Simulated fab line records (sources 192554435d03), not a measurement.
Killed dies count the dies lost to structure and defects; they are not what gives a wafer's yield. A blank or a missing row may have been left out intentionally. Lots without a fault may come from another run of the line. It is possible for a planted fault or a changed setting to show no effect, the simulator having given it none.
fab line records	flow n5-finfet
record: lots: 10	wafers: 30	last-day: 17
route steps=1938 shown FIN_SAQP@131 PASSIVATION@1936
lots that met no fault: from a run of the same line without faults
start-h: hours from the record's first day to the start of the lot's first wafer shown	wait-h: hours from the lot's prior step to this one	" unchanged from the row above	L1.1+2: several wafers, shown together as one row	- either no value or no given start	* or withheld: withheld	< > ~ a bound
route shown NAME@n: NAME is a module with steps in the file, n the number in the route of the first one	usual: mean/standard deviation of fault-free wafers	same: alike in all rows	chamber/n: place in a boat	sites: the reading at each site	_std_site: the standard deviation of these	_edge_site: mean of outer sites minus mean of inner sites	radius-mm: how far each site lies from the wafer's centre	mask NAME#n: copy n	behind: the tool/chamber that last shaped the wafer	hold: why the lot was held/for how many hours/how that ended	device: names the non-switching transistor (n, p or np)	end of line: tests of these same wafers at the route's end	step lacking rows: just its recipe	killed: at the first sort, the dies lost to defects and structure; wafer yield is something else	map: shows each die of a wafer: x if killed, . if not, _ if none is there
set.NAME: the setting as run; set.NAME@STEP: as run at that earlier step	model.NAME: the simulator's own value behind a step, which no gauge read
steps of the route over a sample of lots; a table a step, a row a wafer
services: a tool's chamber out of use, with start hour (start-h, from the record's first day; less than 0 if before it), hours out, and reason
== steps ==
step: N5_FIN_SAQP_MANDREL_ETCH_58
recipe: chemistry: HBr/Cl2	target: a-Si	target-depth-a: 450	bt-time-s: 10	stop-on: SiNx	mask-material: SiO2	over-etch-frac: 0.8	time-s: 27	pressure-mtorr: 10	icp-w: 800	bias-w: 75	HBr_flow_sccm: 150	Cl2_flow_sccm: 80	ends: end-point
usual: bias-w: 74.98/0.23	drypump-motor-current-A: 5.8/0.52	oes-product-au: 0.699/0.012	throttle-valve-pct: 35.5/0.31
same: over-etch-frac: 0.8
lot.wafer	tool	chamber	start-h	wait-h	bias-w	drypump-motor-current-A	oes-product-au	rf-hours-counter-h	throttle-valve-pct
L358.2	rie-si-06	3	42.56	0.0	74.76	6.1	0.689	51	35.8
L358.3	"	2	"	"	75.11	5.5	0.692	31	35.9
L358.5	"	3	"	"	74.95	6.1	0.685	-	35.8
L359.2	rie-si-05	3	48.05	0.0	75.35	5.2	0.703	5	35.5
L359.3	"	2	"	"	74.96	6.4	0.679	92	35.5
L359.6	"	2	"	"	74.90	6.4	0.695	-	35.5
L360.1	rie-si-06	3	54.81	0.0	74.93	6.1	0.686	51	35.8
L360.4	"	2	"	"	75.13	5.5	0.691	31	35.9
L360.6	"	3	"	"	74.79	6.1	0.697	-	35.8
L361.4	rie-si-06	0	59.63	0.0	75.55	5.2	0.709	167	35.7
L361.5	"	3	"	"	74.99	6.1	0.690	-	35.8
L361.6	"	0	"	"	75.07	5.2	0.705	-	35.7
L371.3	rie-si-01	3	121.84	0.0	75.26	5.8	0.699	2	35.7
L371.5	"	0	"	"	75.03	6.1	0.701	-	35.9
L371.6	"	1	"	"	75.02	5.8	0.684	-	34.7
L372.1	rie-si-01	3	126.08	0.0	75.04	5.8	0.689	2	35.8
L372.4	"	1	"	"	74.98	5.8	0.691	67	34.7
L372.5	"	1	"	"	74.98	5.8	0.682	-	34.7
L373.2	rie-si-01	0	131.94	0.0	75.08	6.1	0.691	171	35.9
L373.4	"	3	"	"	74.81	5.8	0.692	2	35.8
L373.6	"	1	"	"	74.50	5.8	0.694	-	34.6
L375.1	rie-si-01	0	144.57	0.0	74.90	6.1	0.697	171	35.9
L375.2	"	2	"	"	74.70	6.5	0.704	25	35.5
L375.6	"	1	"	"	74.81	5.8	0.692	-	34.6
L377.1	rie-si-01	3	155.56	0.0	74.79	5.8	0.684	2	35.8
L377.4	"	1	"	"	74.97	5.8	0.698	68	34.6
L377.6	"	3	"	"	74.95	5.8	0.693	-	35.7
L378.1	rie-si-05	2	165.88	0.0	74.99	6.4	0.678	94	35.5
L378.2	"	0	"	"	75.05	6.4	0.689	112	35.6
L378.3	"	1	"	"	74.96	5.0	0.708	60	35.5
step: N5_FIN_SAQP_RECESS_63
recipe: chemistry: HF/NH3	target: SiO2	target-depth-a: 180	afs-cycles: 3	temp-c: 30	sublimation-temp-c: 180	sublimation-time-s: 60
usual: drypump-motor-current-A: 5.6/0.37	foreline-p-Torr: 0.1279/0.00047
lot.wafer	tool	chamber	start-h	wait-h	drypump-motor-current-A	foreline-p-Torr
L358.2	vapor-etch-01	0	42.64	0.1	6.0	0.1277
L358.3	"	0	"	"	6.0	0.1278
L358.5	"	0	"	"	6.0	0.1277
L359.2	vapor-etch-01	1	48.92	0.8	5.9	0.1276
L359.3	"	1	"	"	5.9	0.1275
L359.6	"	0	"	"	6.0	0.1282
L360.1	vapor-etch-02	1	54.89	0.1	5.2	0.1278
L360.4	"	0	"	"	5.3	0.1281
L360.6	"	1	"	"	5.2	0.1283
L361.4	vapor-etch-01	1	59.83	0.2	5.9	0.1275
L361.5	"	1	"	"	5.9	0.1283
L361.6	"	0	"	"	6.0	0.1264
L371.3	vapor-etch-02	0	122.04	0.2	5.2	0.1281
L371.5	"	0	"	"	5.2	0.1280
L371.6	"	1	"	"	5.2	0.1286
L372.1	vapor-etch-01	1	126.16	0.1	5.9	0.1281
L372.4	"	1	"	"	5.9	0.1270
L372.5	"	1	"	"	5.9	0.1277
L373.2	vapor-etch-02	0	132.02	0.1	5.2	0.1278
L373.4	"	1	"	"	5.3	0.1277
L373.6	"	0	"	"	5.2	0.1280
L375.1	vapor-etch-01	1	144.94	0.3	5.9	0.1277
L375.2	"	0	"	"	6.0	0.1295
L375.6	"	1	"	"	5.9	0.1284
L377.1	vapor-etch-01	1	155.64	0.1	5.9	0.1283
L377.4	"	1	"	"	5.9	0.1283
L377.6	"	0	"	"	6.0	0.1283
L378.1	vapor-etch-01	1	165.96	0.1	5.9	0.1280
L378.2	"	0	"	"	6.0	0.1290
L378.3	"	0	"	"	6.0	0.1287
step: N5_FIN_SAQP_HM_OPEN_33
recipe: chemistry: CH3F/O2	target: SiNx	mask-material: SiO2	target-depth-a: 494	time-s: 70.6	pressure-mtorr: 30	source-w: 395	bias-w: 73	Ar_flow_sccm: 150	CH3F_flow_sccm: 30	O2_flow_sccm: 20	ion-energy-ev: 120	ends: cleared
usual: bias-w: 72.97/0.2	drypump-motor-current-A: 6.0/0.44	etch-rf-on-time-s: 69.6/1.5	oes_ar_750_au: 0.77/0.074	oes-product-au: 0.66/0.068	rf-vpp-V: 296/5.2	showerhead-plenum-p-Torr: 1.99/0.058	throttle-valve-pct: 16.28/0.24
lot.wafer	tool	chamber	start-h	wait-h	bias-w	drypump-motor-current-A	etch-rf-on-time-s	oes_ar_750_au	oes-product-au	rf-hours-counter-h	rf-vpp-V	showerhead-plenum-p-Torr	throttle-valve-pct
L358.2	rie-diel-03	1	44.09	0.0	72.79	6.6	67.6	0.96	0.82	10	296	1.97	15.95
L358.3	"	0	"	"	73.13	5.3	68.6	0.75	0.65	141	296	2.01	16.33
L358.5	"	2	"	"	72.75	6.0	70.2	0.74	0.64	-	298	2.08	16.78
L359.2	rie-diel-03	2	50.67	0.1	73.42	6.0	68.3	0.75	0.64	180	299	2.08	16.81
L359.3	"	1	"	"	72.87	6.6	68.0	0.96	0.81	13	296	1.97	15.95
L359.6	"	0	"	"	72.98	5.3	69.8	0.75	0.65	-	296	2.01	16.34
L360.1	rie-diel-04	2	56.31	0.0	73.05	6.3	71.8	0.75	0.63	166	292	1.98	16.50
L360.4	"	3	"	"	73.41	6.1	68.2	0.85	0.72	72	305	1.95	16.05
L360.6	"	2	"	"	72.99	6.3	71.9	0.75	0.62	-	293	1.98	16.50
L361.4	rie-diel-04	1	61.14	0.0	72.78	6.1	61.4	0.73	0.62	183	295	2.07	16.09
L361.5	"	3	"	"	72.63	6.1	70.4	0.84	0.72	-	305	1.95	16.05
L361.6	"	2	"	"	73.31	6.4	70.9	0.75	0.62	-	292	1.98	16.50
L371.3	rie-diel-05	0	123.57	0.0	72.99	5.9	71.3	0.70	0.58	221	287	1.88	16.21
L371.5	"	2	"	"	72.99	6.0	71.5	0.71	0.60	-	293	1.89	16.47
L371.6	"	3	"	"	72.66	6.2	71.2	0.72	0.60	-	286	2.06	16.15
L372.1	rie-diel-04	0	127.50	0.0	72.86	6.6	71.7	0.70	0.60	201	303	2.07	16.15
L372.4	"	1	"	"	73.11	6.1	69.1	0.72	0.61	208	296	2.06	16.14
L372.5	"	1	"	"	72.90	6.1	70.2	0.72	0.61	-	295	2.06	16.15
L373.2	rie-diel-03	2	133.81	0.2	73.08	6.0	70.3	0.73	0.61	205	297	2.07	16.84
L373.4	"	1	"	"	73.20	6.6	67.6	0.88	0.76	42	295	1.96	16.01
L373.6	"	1	"	"	73.36	6.6	67.6	0.89	0.76	-	293	1.96	16.01
L375.1	rie-diel-04	3	146.60	0.1	72.75	6.1	67.8	0.80	0.69	104	306	1.94	16.10
L375.2	"	1	"	"	72.91	6.1	68.5	0.71	0.61	214	296	2.06	16.15
L375.6	"	2	"	"	73.18	6.3	69.3	0.72	0.61	-	291	1.97	16.57
L377.1	rie-diel-05	3	156.97	0.1	72.97	6.1	70.9	0.71	0.59	223	287	2.06	16.19
L377.4	"	2	"	"	72.92	5.9	71.3	0.71	0.58	236	294	1.88	16.47
L377.6	"	2	"	"	72.91	6.0	71.6	0.71	0.59	-	294	1.88	16.49
L378.1	rie-diel-03	1	167.44	0.0	73.30	6.5	66.2	0.88	0.75	53	294	1.96	16.02
L378.2	"	2	"	"	72.83	5.9	69.5	0.72	0.62	217	299	2.07	16.87
L378.3	"	0	"	"	73.30	5.4	67.5	0.72	0.63	183	297	2.00	16.44
step: N5_FIN_SAQP_HM_CD_35
recipe: target-cd-nm: 8	polarity: line
usual: cd-nm: 8.10/0.24
lot.wafer	tool	chamber	start-h	wait-h	cd-nm
L358.2	cd-sem-02	-	44.31	0.1	8.03
L358.3	"	-	"	"	8.17
L358.5	"	-	"	"	7.94
L359.2	cd-sem-03	-	50.89	0.1	7.89
L359.3	"	-	"	"	8.23
L359.6	"	-	"	"	7.75
L360.1	cd-sem-03	-	56.52	0.1	8.14
L360.4	"	-	"	"	8.00
L360.6	"	-	"	"	8.38
L361.4	cd-sem-01	-	61.37	0.1	8.00
L361.5	"	-	"	"	8.51
L361.6	"	-	"	"	8.14
L371.3	cd-sem-03	-	123.80	0.1	8.29
L371.5	"	-	"	"	8.01
L371.6	"	-	"	"	7.96
L372.1	cd-sem-01	-	127.71	0.1	7.77
L372.4	"	-	"	"	8.10
L372.5	"	-	"	"	8.49
L373.2	cd-sem-02	-	134.03	0.1	7.80
L373.4	"	-	"	"	7.81
L373.6	"	-	"	"	8.14
L375.1	cd-sem-01	-	146.81	0.1	8.12
L375.2	"	-	"	"	8.04
L375.6	"	-	"	"	7.88
L377.1	cd-sem-03	-	157.19	0.1	7.99
L377.4	"	-	"	"	8.02
L377.6	"	-	"	"	8.13
L378.1	cd-sem-01	-	167.66	0.1	7.93
L378.2	"	-	"	"	7.76
L378.3	"	-	"	"	8.10
step: N5_FIN_SAQP_ETCH_64
recipe: chemistry: CF4	target: SiO2	target-depth-a: 15	ion-energy-ev: 350	pressure-mtorr: 10	icp-w: 800	bias-w: 400	cf4-flow-sccm: 80
usual: bias-w: 400.0/1.3	cf4-flow-sccm: 79.99/0.22	drypump-motor-current-A: 5.9/0.5	oes-product-au: 0.998/0.017	throttle-valve-pct: 21.8/0.3
lot.wafer	tool	chamber	start-h	wait-h	bias-w	cf4-flow-sccm	drypump-motor-current-A	oes-product-au	rf-hours-counter-h	throttle-valve-pct
L358.2	rie-si-01	1	44.36	0.0	400.2	79.71	5.8	1.015	66	21.3
L358.3	"	0	"	"	399.0	80.19	6.1	0.992	169	22.2
L358.5	"	1	"	"	400.3	79.95	5.8	1.002	-	21.3
L359.2	rie-si-01	1	50.93	0.0	400.5	80.32	5.8	0.998	66	21.3
L359.3	"	3	"	"	398.2	79.90	5.8	1.001	0	21.9
L359.6	"	1	"	"	401.7	80.30	5.8	1.009	-	21.3
L360.1	rie-si-05	1	56.57	0.0	399.1	80.21	5.0	1.007	58	21.6
L360.4	"	0	"	"	401.0	80.02	6.4	0.988	110	21.8
L360.6	"	3	"	"	400.2	80.13	5.2	1.024	-	21.5
L361.4	rie-si-01	1	61.41	0.0	399.5	79.63	5.8	1.003	66	21.3
L361.5	"	0	"	"	401.1	79.71	6.1	0.980	-	22.2
L361.6	"	3	"	"	400.2	79.60	5.8	0.989	-	22.0
L371.3	rie-si-01	3	123.84	0.0	399.3	79.79	5.8	0.997	2	22.0
L371.5	"	1	"	"	399.4	79.91	5.8	1.007	-	21.3
L371.6	"	2	"	"	399.9	80.21	6.5	1.007	-	21.7
L372.1	rie-si-01	2	127.76	0.0	399.5	79.67	6.5	1.004	25	21.7
L372.4	"	3	"	"	400.3	80.01	5.9	0.998	2	21.9
L372.5	"	0	"	"	400.8	79.27	6.1	0.980	-	22.2
L373.2	rie-si-06	3	134.08	0.1	400.7	80.04	6.1	0.984	52	21.9
L373.4	"	1	"	"	401.1	80.02	6.1	1.047	60	21.4
L373.6	"	0	"	"	397.9	79.93	5.2	0.995	-	22.1
L375.1	rie-si-06	2	146.86	0.0	400.4	80.11	5.5	1.025	33	22.1
L375.2	"	1	"	"	398.4	80.59	6.0	1.048	61	21.4
L375.6	"	1	"	"	398.7	80.24	6.1	1.051	-	21.4
L377.1	rie-si-01	3	157.24	0.0	399.5	79.95	5.8	0.994	2	21.9
L377.4	"	2	"	"	401.3	80.06	6.5	1.011	26	21.7
L377.6	"	3	"	"	400.0	79.91	5.8	0.989	-	22.0
L378.1	rie-si-01	3	167.71	0.0	399.8	80.21	5.8	1.001	2	21.9
L378.2	"	0	"	"	399.7	79.73	6.1	0.977	172	22.2
L378.3	"	1	"	"	400.4	79.81	5.8	0.999	68	21.3
step: N5_PASSIVATION_PROBE_49
usual: killed_at_M0_to_M3: 34/11	killed_at_M4_up: 14/5.7	killed-at-contacts: 14/6.9	killed-at-front-end: 40/11	killed-at-other: 4/3.1	killed-dies: 105/17	killed-open: 70/13	killed-short: 34/7.6
same: gross-dies: 1180	killed-at-back-side: 0
lot.wafer	tool	chamber	start-h	wait-h	killed_at_M0_to_M3	killed_at_M4_up	killed-at-contacts	killed-at-front-end	killed-at-other	killed-dies	killed-open	killed-short
L358.2	prober-01	-	284.88	0.1	48	16	7	48	1	120	77	38
L358.3	prober-01	-	284.93	0.1	57	20	3	31	4	115	73	39
L358.5	prober-01	-	285.03	0.2	35	21	4	42	1	103	69	30
L359.2	prober-02	-	298.59	0.1	20	12	16	27	12	87	63	22
L359.3	prober-02	-	298.64	0.1	24	4	6	37	1	72	49	20
L359.6	prober-02	-	298.79	0.3	20	8	11	41	14	94	64	28
L361.4	prober-01	-	309.19	0.2	34	11	12	52	4	113	73	40
L361.5	prober-01	-	309.24	0.2	37	7	10	46	4	104	75	29
L361.6	prober-01	-	309.29	0.3	30	9	6	63	2	110	70	39
L360.1	prober-01	-	310.99	0.0	19	11	17	16	11	74	52	22
L360.4	prober-01	-	311.14	0.2	36	13	11	36	4	100	65	35
L360.6	prober-01	-	311.24	0.3	36	15	11	26	4	92	59	33
L371.3	prober-01	-	374.86	0.1	64	17	14	28	0	123	86	36
L371.5	prober-01	-	374.96	0.2	26	25	10	19	1	81	59	20
L371.6	prober-01	-	375.01	0.3	54	16	13	56	3	142	102	39
L373.2	prober-02	-	378.90	0.1	46	18	15	39	1	119	87	31
L373.4	prober-02	-	379.00	0.2	32	28	14	28	0	102	74	28
L373.6	prober-02	-	379.10	0.3	27	27	27	29	3	113	75	33
L372.1	prober-01	-	381.56	0.0	26	6	23	54	1	110	72	37
L372.4	prober-01	-	381.71	0.2	26	9	30	61	3	129	84	45
L372.5	prober-01	-	381.76	0.2	34	6	20	55	5	120	79	38
L375.1	prober-02	-	409.63	0.0	54	8	14	31	7	114	74	38
L375.2	prober-02	-	409.68	0.1	50	10	10	35	5	110	78	32
L375.6	prober-02	-	409.88	0.3	60	12	10	33	10	125	83	42
L378.1	prober-02	-	410.95	0.0	28	15	13	36	0	92	61	29
L378.2	prober-02	-	411.00	0.1	38	24	21	35	1	119	78	38
L378.3	prober-02	-	411.05	0.1	33	10	14	66	1	124	85	38
L377.1	prober-01	-	413.92	0.0	27	21	12	42	0	102	70	31
L377.4	prober-01	-	414.07	0.2	37	8	21	38	3	107	75	32
L377.6	prober-01	-	414.17	0.3	44	9	19	14	1	87	58	29
killed by level:class
L358.2 FIN_SAQP:geometric-particle:open=15 BEOL_M0_SAQP:geometric-particle:short=12 FIN_SAQP:geometric-particle:short=9 DUMMY_GATE:geometric-particle:open=9 BEOL_M1:geometric-particle:open=7 BEOL_M0_SAQP:geometric-particle:open=7 BEOL_M0:geometric-particle:open=7 BEOL_M3:geometric-particle:open=6
L358.3 BEOL_M0_SAQP:geometric-particle:short=15 BEOL_M0_SAQP:geometric-particle:open=12 BEOL_M3:geometric-particle:open=9 FIN_SAQP:geometric-particle:open=8 BEOL_M4:geometric-particle:open=8 DUMMY_GATE:geometric-particle:open=8 BEOL_M1:geometric-particle:open=8 BEOL_M4:geometric-particle:short=6
L358.5 FIN_SAQP:geometric-particle:open=13 BEOL_M0_SAQP:geometric-particle:open=11 BEOL_M4:geometric-particle:open=10 STI_FIN_REVEAL:geometric-particle:open=9 FIN_SAQP:geometric-particle:short=6 BEOL_M1:geometric-particle:open=6 DUMMY_GATE:geometric-particle:open=5 BEOL_M0_SAQP:geometric-particle:short=5
L359.2 MOL_CONTACT_COAG:geometric-particle:open=12 FIN_SAQP:geometric-particle:open=11 BEOL_M0:geometric-particle:open=6 BEOL_M4:geometric-particle:open=6 BEOL_M0_SAQP:geometric-particle:open=5 MOL_CONTACT_COAG:geometric-particle:short=4 MIM_TOP_ETCH:geometric-particle:short=3 STI_FIN_REVEAL:geometric-particle:open=3
L359.3 FIN_SAQP:geometric-particle:open=12 FIN_SAQP:geometric-particle:short=6 STI_FIN_REVEAL:geometric-particle:open=6 BEOL_M1:geometric-particle:open=6 MOL_CONTACT_COAG:geometric-particle:open=5 BEOL_M1:geometric-particle:short=5 BEOL_M0_SAQP:geometric-particle:open=4 BEOL_M0:geometric-particle:open=4
L359.6 FIN_SAQP:geometric-particle:open=12 MOL_CONTACT_COAG:geometric-particle:open=11 BEOL_M0_SAQP:geometric-particle:short=8 FIN_SAQP:geometric-particle:short=7 STI_FIN_REVEAL:geometric-particle:open=5 BEOL_M4:geometric-particle:open=5 STARTING-WAFER:geometric-particle:open=5 PAD_METAL:geometric-particle:open=4
L361.4 FIN_SAQP:geometric-particle:open=15 FIN_SAQP:geometric-particle:short=12 BEOL_M0_SAQP:geometric-particle:open=10 MOL_CONTACT_COAG:geometric-particle:open=9 BEOL_M0_SAQP:geometric-particle:short=8 DUMMY_GATE:geometric-particle:open=6 BEOL_M0:geometric-particle:open=6 DUMMY_GATE:geometric-particle:short=4
L361.5 FIN_SAQP:geometric-particle:open=11 FIN_SAQP:geometric-particle:short=9 MOL_CONTACT_COAG:geometric-particle:open=8 BEOL_M3:geometric-particle:open=7 BEOL_M0:geometric-particle:open=7 DUMMY_GATE:geometric-particle:open=6 BEOL_M0_SAQP:geometric-particle:short=6 BEOL_M2:geometric-particle:open=6
L361.6 STI_FIN_REVEAL:geometric-particle:open=15 FIN_SAQP:geometric-particle:open=12 FIN_SAQP:geometric-particle:short=11 BEOL_M2:geometric-particle:open=8 BEOL_M3:geometric-particle:open=6 DUMMY_GATE:geometric-particle:short=5 BEOL_M0_SAQP:geometric-particle:open=5 GATE_CUT:geometric-particle:short=4
L360.1 MOL_CONTACT_COAG:geometric-particle:open=13 BEOL_M3:geometric-particle:open=10 MIM_BOT:geometric-particle:short=6 DUMMY_GATE:geometric-particle:open=4 MOL_CONTACT_COAG:geometric-particle:short=4 STARTING-WAFER:geometric-particle:short=4 BEOL_M0_SAQP:geometric-particle:open=3 BEOL_M2:geometric-particle:open=3
L360.4 BEOL_M0_SAQP:geometric-particle:short=12 BEOL_M3:geometric-particle:open=11 FIN_SAQP:geometric-particle:open=9 MOL_CONTACT_COAG:geometric-particle:open=9 BEOL_M0_SAQP:geometric-particle:open=5 BEOL_M4:geometric-particle:open=4 FIN_SAQP:geometric-particle:short=4 GATE_CUT:geometric-particle:short=4
L360.6 BEOL_M0_SAQP:geometric-particle:open=9 BEOL_M3:geometric-particle:open=9 BEOL_M0_SAQP:geometric-particle:short=7 BEOL_M4:geometric-particle:open=7 MOL_CONTACT_COAG:geometric-particle:open=6 GATE_CUT:geometric-particle:short=5 MOL_CONTACT_COAG:geometric-particle:short=5 BEOL_M2:geometric-particle:open=4
L371.3 BEOL_M3:geometric-particle:open=19 BEOL_M1:geometric-particle:open=12 MOL_CONTACT_COAG:geometric-particle:open=11 BEOL_M0_SAQP:geometric-particle:open=8 BEOL_M2:geometric-particle:open=8 BEOL_M4:geometric-particle:open=8 BEOL_M0_SAQP:geometric-particle:short=6 FIN_SAQP:geometric-particle:open=4
L371.5 BEOL_M4:geometric-particle:open=18 MOL_CONTACT_COAG:geometric-particle:open=10 BEOL_M0_SAQP:geometric-particle:short=6 BEOL_M3:geometric-particle:open=6 BEOL_M1:geometric-particle:open=5 FIN_SAQP:geometric-particle:open=4 ILD0:geometric-particle:short=4 GATE_CUT:geometric-particle:open=4
L371.6 BEOL_M0_SAQP:geometric-particle:open=17 STI_FIN_REVEAL:geometric-particle:open=16 FIN_SAQP:geometric-particle:open=15 BEOL_M0_SAQP:geometric-particle:short=12 MOL_CONTACT_COAG:geometric-particle:open=11 BEOL_M3:geometric-particle:open=8 BEOL_M1:geometric-particle:open=8 BEOL_M4:geometric-particle:open=6
L373.2 BEOL_M3:geometric-particle:open=17 MOL_CONTACT_COAG:geometric-particle:open=14 FIN_SAQP:geometric-particle:open=9 BEOL_M0_SAQP:geometric-particle:short=9 BEOL_M4:geometric-particle:open=9 DUMMY_GATE:geometric-particle:open=8 BEOL_M2:geometric-particle:open=6 GATE_CUT:geometric-particle:short=4
L373.4 BEOL_M4:geometric-particle:open=14 BEOL_M3:geometric-particle:open=13 MOL_CONTACT_COAG:geometric-particle:open=10 STI_FIN_REVEAL:geometric-particle:open=9 BEOL_M0:geometric-particle:open=6 BEOL_M4:geometric-particle:short=6 MOL_CONTACT_COAG:geometric-particle:short=4 BEOL_M0_SAQP:geometric-particle:open=4
L373.6 MOL_CONTACT_COAG:geometric-particle:open=21 BEOL_M4:geometric-particle:open=10 BEOL_M0_SAQP:geometric-particle:short=9 BEOL_M0_SAQP:geometric-particle:open=9 STI_FIN_REVEAL:geometric-particle:open=8 FIN_SAQP:geometric-particle:open=6 MOL_CONTACT_COAG:geometric-particle:short=6 DUMMY_GATE:geometric-particle:open=4
L372.1 MOL_CONTACT_COAG:geometric-particle:open=18 FIN_SAQP:geometric-particle:short=12 DUMMY_GATE:geometric-particle:open=10 STI_FIN_REVEAL:geometric-particle:open=8 FIN_SAQP:geometric-particle:open=5 MOL_CONTACT_COAG:geometric-particle:short=5 BEOL_M0_SAQP:geometric-particle:open=5 BEOL_M2:geometric-particle:open=5
L372.4 MOL_CONTACT_COAG:geometric-particle:open=24 FIN_SAQP:geometric-particle:short=16 STI_FIN_REVEAL:geometric-particle:open=12 FIN_SAQP:geometric-particle:open=7 STI_FIN_REVEAL:geometric-particle:short=6 DUMMY_GATE:geometric-particle:open=6 MOL_CONTACT_COAG:geometric-particle:short=6 BEOL_M2:geometric-particle:open=6
L372.5 MOL_CONTACT_COAG:geometric-particle:open=15 STI_FIN_REVEAL:geometric-particle:open=12 BEOL_M1:geometric-particle:open=10 FIN_SAQP:geometric-particle:short=7 DUMMY_GATE:geometric-particle:open=7 BEOL_M0_SAQP:geometric-particle:short=7 FIN_SAQP:geometric-particle:open=6 GATE_CUT:geometric-particle:open=6
L375.1 BEOL_M0_SAQP:geometric-particle:open=22 BEOL_M0_SAQP:geometric-particle:short=14 STI_FIN_REVEAL:geometric-particle:open=12 MOL_CONTACT_COAG:geometric-particle:open=10 BEOL_M1:geometric-particle:open=7 FIN_SAQP:geometric-particle:short=4 MOL_CONTACT_COAG:geometric-particle:short=4 STI_FIN_REVEAL:geometric-particle:short=3
L375.2 BEOL_M1:geometric-particle:open=14 STI_FIN_REVEAL:geometric-particle:open=13 BEOL_M0_SAQP:geometric-particle:short=10 MOL_CONTACT_COAG:geometric-particle:open=7 BEOL_M0:geometric-particle:open=6 BEOL_M2:geometric-particle:open=6 FIN_SAQP:geometric-particle:short=5 BEOL_M0_SAQP:geometric-particle:open=5
L375.6 BEOL_M0_SAQP:geometric-particle:open=22 BEOL_M0_SAQP:geometric-particle:short=14 STI_FIN_REVEAL:geometric-particle:open=11 BEOL_M1:geometric-particle:open=11 MOL_CONTACT_COAG:geometric-particle:open=7 BEOL_M3:geometric-particle:open=6 BEOL_M4:geometric-particle:open=5 GATE_CUT:geometric-particle:short=5
L378.1 MOL_CONTACT_COAG:geometric-particle:open=11 FIN_SAQP:geometric-particle:open=9 BEOL_M1:geometric-particle:open=9 BEOL_M4:geometric-particle:open=6 FIN_SAQP:geometric-particle:short=5 GATE_CUT:geometric-particle:short=5 STI_FIN_REVEAL:geometric-particle:open=4 DUMMY_GATE:geometric-particle:open=4
L378.2 MOL_CONTACT_COAG:geometric-particle:open=14 BEOL_M0_SAQP:geometric-particle:open=11 BEOL_M4:geometric-particle:open=11 FIN_SAQP:geometric-particle:short=9 FIN_SAQP:geometric-particle:open=8 BEOL_M0_SAQP:geometric-particle:short=8 MOL_CONTACT_COAG:geometric-particle:short=7 BEOL_M3:geometric-particle:open=7
L378.3 STI_FIN_REVEAL:geometric-particle:open=27 MOL_CONTACT_COAG:geometric-particle:open=13 FIN_SAQP:geometric-particle:short=11 FIN_SAQP:geometric-particle:open=9 STI_FIN_REVEAL:geometric-particle:short=9 BEOL_M2:geometric-particle:open=7 BEOL_M3:geometric-particle:open=6 BEOL_M0_SAQP:geometric-particle:open=4
L377.1 MOL_CONTACT_COAG:geometric-particle:open=11 STI_FIN_REVEAL:geometric-particle:open=10 GATE_CUT:geometric-particle:short=8 BEOL_M4:geometric-particle:open=6 BEOL_M0_SAQP:geometric-particle:open=6 FIN_SAQP:geometric-particle:open=5 BEOL_M0_SAQP:geometric-particle:short=5 BEOL_M4:geometric-particle:short=5
L377.4 MOL_CONTACT_COAG:geometric-particle:open=17 BEOL_M2:geometric-particle:open=10 STI_FIN_REVEAL:geometric-particle:open=7 BEOL_M0_SAQP:geometric-particle:short=7 FIN_SAQP:geometric-particle:open=6 BEOL_M0_SAQP:geometric-particle:open=6 BEOL_M1:geometric-particle:open=6 GATE_CUT:geometric-particle:short=5
L377.6 MOL_CONTACT_COAG:geometric-particle:open=13 BEOL_M2:geometric-particle:open=12 BEOL_M0_SAQP:geometric-particle:open=9 BEOL_M0_SAQP:geometric-particle:short=9 MOL_CONTACT_COAG:geometric-particle:short=6 BEOL_M4:geometric-particle:open=5 FIN_SAQP:geometric-particle:open=3 BEOL_M0:geometric-particle:open=3
== services ==
tool	chamber	start-h	hours	kind
rie-si-06	0	22.76	1.5	repair
rie-si-01	3	25.42	-	clean
rie-si-01	3	25.42	-	consumable-replace:focus-ring
rie-si-01	3	25.42	13.3	scheduled-down
rie-si-01	3	25.42	13.3	vent-cycle
rie-diel-05	0	37.87	5.3	repair
vapor-etch-02	-	40.62	10.0	pm
rie-diel-03	3	42.17	-	clean
rie-diel-03	3	42.17	-	consumable-replace:focus-ring
rie-diel-03	3	42.17	19.3	scheduled-down
rie-diel-03	3	42.17	19.3	vent-cycle
vapor-etch-01	-	64.55	0.1	repair
rie-diel-03	-	95.44	6.3	repair
rie-diel-04	1	111.29	4.4	repair
rie-si-05	-	127.91	2.8	pm
rie-si-06	3	128.35	1.9	repair
vapor-etch-02	-	134.11	19.1	repair
rie-diel-04	0	137.60	42.6	repair
rie-si-06	-	154.13	28.1	pm
rie-si-01	-	165.90	0.2	repair
== key ==
first-sign: step: N5_FIN_SAQP_HM_OPEN_33	reading: etch-rf-on-time-s	direction: down	sigmas: 5.5	usual: *	struck: *
effect none on later readings
met-at N5_FIN_SAQP_MANDREL_ETCH_58
struck-lots L361
struck-wafers L361.4
tester-left-out L361
not-acting-at N5_FIN_SAQP_RECESS_63,N5_FIN_SAQP_HM_CD_35,N5_FIN_SAQP_ETCH_64
onset-between 54.81 59.63
fault: kind: process-parameter-drift	tool: rie-si-06	chamber: -	onset-h: 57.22	steps: N5_FIN_SAQP_MANDREL_ETCH_58	channel: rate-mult	offset: 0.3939	shape: step	end-h: 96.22	scope: struck-wafers-only
tester-left-out: of these lots the tester's yield and bins aren't shown, on N5 and GAA mostly nor the transistor test; their killed dies are dies lost to structure and defects alone, not to doping, threshold or leakage, so they don't give the yield
